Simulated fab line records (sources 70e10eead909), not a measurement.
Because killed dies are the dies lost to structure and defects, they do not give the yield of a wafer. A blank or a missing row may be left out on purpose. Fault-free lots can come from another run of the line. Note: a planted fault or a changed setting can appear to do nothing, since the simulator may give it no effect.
What tool caused it?    flow nandHarc    12 lots, 36 wafers sampled, at 4 steps of a route of 1302

== WHAT THE GAUGES SHOWED, per wafer ==
NHARC_A_M0_INSPECT_27.
lot   measured      on                rawDefectCount
L428  day 23 12:09  defectInspect-02  462 534 733
L430  day 24 22:32  defectInspect-01  628 489 478
L433  day 25 02:46  defectInspect-01  492 495 947
L432  day 26 02:08  defectInspect-02  625 590 692
L436  day 26 14:13  defectInspect-02  576 392 487
L441  day 29 21:33  defectInspect-01  657 466 450
L444  day 30 10:47  defectInspect-02  444 509 481
L445  day 30 12:26  defectInspect-02  392 444 352
L446  day 31 02:07  defectInspect-01  477 322 388
L447  day 31 04:20  defectInspect-01  425 355 389
L449  day 32 04:20  defectInspect-01  433 461 488
L450  day 32 07:36  defectInspect-01  417 459 749

NHARC_A_M1_CD_MEAS_09: target cd 120 nm.
lot   measured      on        cdNm (nm)
L428  day 23 13:25  cdSem-02  120.0 120.5 120.4
L430  day 24 23:56  cdSem-03  118.4 118.8 120.1
L433  day 25 04:02  cdSem-03  119.7 120.0 119.3
L432  day 26 03:35  cdSem-02  119.9 119.6 119.5
L436  day 26 15:36  cdSem-01  119.5 120.1 119.7
L441  day 29 22:57  cdSem-03  120.2 119.8 120.1
L444  day 30 12:03  cdSem-01  116.8 116.7 117.0 117.2 116.5 117.0
L445  day 30 13:43  cdSem-01  117.9 117.8 117.6
L446  day 31 03:31  cdSem-01  120.5 120.1 120.5
L447  day 31 05:36  cdSem-01  119.8 120.0 119.5
L449  day 32 05:43  cdSem-02  120.0 120.6 119.1
L450  day 32 08:59  cdSem-02  118.7 119.7 118.7

== TOOL THAT RAN EACH LOT (tool first, then ch and the chambers of the sampled wafers, then the start) ==
lot   NHARC_A_M0_ANNEAL_30             NHARC_A_M1_EXPOSE_06
L428  rtpAnneal-02 ch 0, day 23 11:23  arfiScanner-01 ch 0, day 23 13:16
L430  rtpAnneal-01 ch 0, day 24 21:44  arfiScanner-03 ch 0, day 24 23:48
L433  rtpAnneal-02 ch 0, day 25 01:57  arfiScanner-03 ch 0, day 25 03:54
L432  rtpAnneal-02 ch 0, day 26 01:25  arfiScanner-03 ch 0, day 26 03:27
L436  rtpAnneal-02 ch 0, day 26 13:23  arfiScanner-02 ch 0, day 26 15:28
L441  rtpAnneal-01 ch 0, day 29 20:44  arfiScanner-02 ch 0, day 29 22:49
L444  rtpAnneal-02 ch 0, day 30 10:07  arfiScanner-02 ch 0, day 30 11:55
L445  rtpAnneal-02 ch 0, day 30 11:46  arfiScanner-02 ch 0, day 30 13:35
L446  rtpAnneal-02 ch 0, day 31 01:18  arfiScanner-03 ch 0, day 31 03:22
L447  rtpAnneal-01 ch 0, day 31 03:31  arfiScanner-03 ch 0, day 31 05:28
L449  rtpAnneal-01 ch 0, day 32 03:31  arfiScanner-01 ch 0, day 32 05:35
L450  rtpAnneal-01 ch 0, day 32 06:47  arfiScanner-03 ch 0, day 32 08:51
- NHARC_A_M0_ANNEAL_30: time 90 s.
- NHARC_A_M1_EXPOSE_06: exposes mask A M1, target cd 120 nm.

== AS READ BY THE TOOLS THEMSELVES (means over the sampled wafers that have a number; for cases with no such wafer, the mark the record gives instead) ==
NHARC_A_M0_ANNEAL_30.
lot   tool          wafer_temp_C_max
L428  rtpAnneal-02  226.1
L430  rtpAnneal-01  226.8
L433  rtpAnneal-02  226.1
L432  rtpAnneal-02  226.1
L436  rtpAnneal-02  225.9
L441  rtpAnneal-01  226.9
L444  rtpAnneal-02  226.1
L445  rtpAnneal-02  226.1
L446  rtpAnneal-02  226.0
L447  rtpAnneal-01  227.1
L449  rtpAnneal-01  226.8
L450  rtpAnneal-01  227.3

NHARC_A_M1_EXPOSE_06.
lot   tool            exposureDoseMJCm2
L428  arfiScanner-01  74.71
L430  arfiScanner-03  75.13
L433  arfiScanner-03  75.12
L432  arfiScanner-03  75.04
L436  arfiScanner-02  75.07
L441  arfiScanner-02  74.91
L444  arfiScanner-02  70.40
L445  arfiScanner-02  71.23
L446  arfiScanner-03  75.07
L447  arfiScanner-03  75.06
L449  arfiScanner-01  74.67
L450  arfiScanner-03  75.03

== THE ANSWER, worked out from the rows above alone ==
Rule: the lots themselves supply what counts as usual. Put in order of their means at a reading, lots are off if they are a third of the lots or fewer, leave a main group of 4 or more, and stand apart from it by a gap of 3 or more times the standard deviation of the main group's means; of several such gaps the widest counts. A main group whose means are all the same, to the digits that the tables above print for the reading, isn't used. Also off: a lot with no number at a reading for which 4 or more lots have one. Any other lot the step has rows for is counted as sound. Order of review: gauges by route order, followed by the tools' own readings, for which a lot's mean as printed above is used. The first step at which some lot is off is used, and at that step the reading that is off furthest; a lot without a number counts as furthest.
Off: L444, L445 (NHARC_A_M1_CD_MEAS_09, cdNm). Mean 119.8 nm and standard deviation 0.42 in the main group.
If a tool, at a process step before that reading, ran all the lots that are off and no sound lot after the first of them, it fits. The gauges at NHARC_A_M1_CD_MEAS_09 aren't tried: what is off there is off at NHARC_A_M1_EXPOSE_06 too, on other tools, and a gauge's error can't cause that. One fits: NHARC_A_M1_EXPOSE_06 on arfiScanner-02. A fault onset in the window from L441 (day 29 22:49, its last sound lot) to L444 (day 30 11:55, its first lot off) fits.
On the lots that are off, the tool's own readings at NHARC_A_M1_EXPOSE_06 differ by more than 5 times the standard deviation of the sound lots' means, which bears it out; exposureDoseMJCm2 reads 70.81 there versus 74.98 on the sound lots.

== WHAT THE SIMULATOR HAD PUT IN ==
Process parameters drifting: arfiScanner-02 at NHARC_A_M1_EXPOSE_06, beginning at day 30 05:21. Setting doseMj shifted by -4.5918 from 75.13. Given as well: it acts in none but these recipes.
Struck lots among those shown: L444, L445. The rule above reached the same finding.
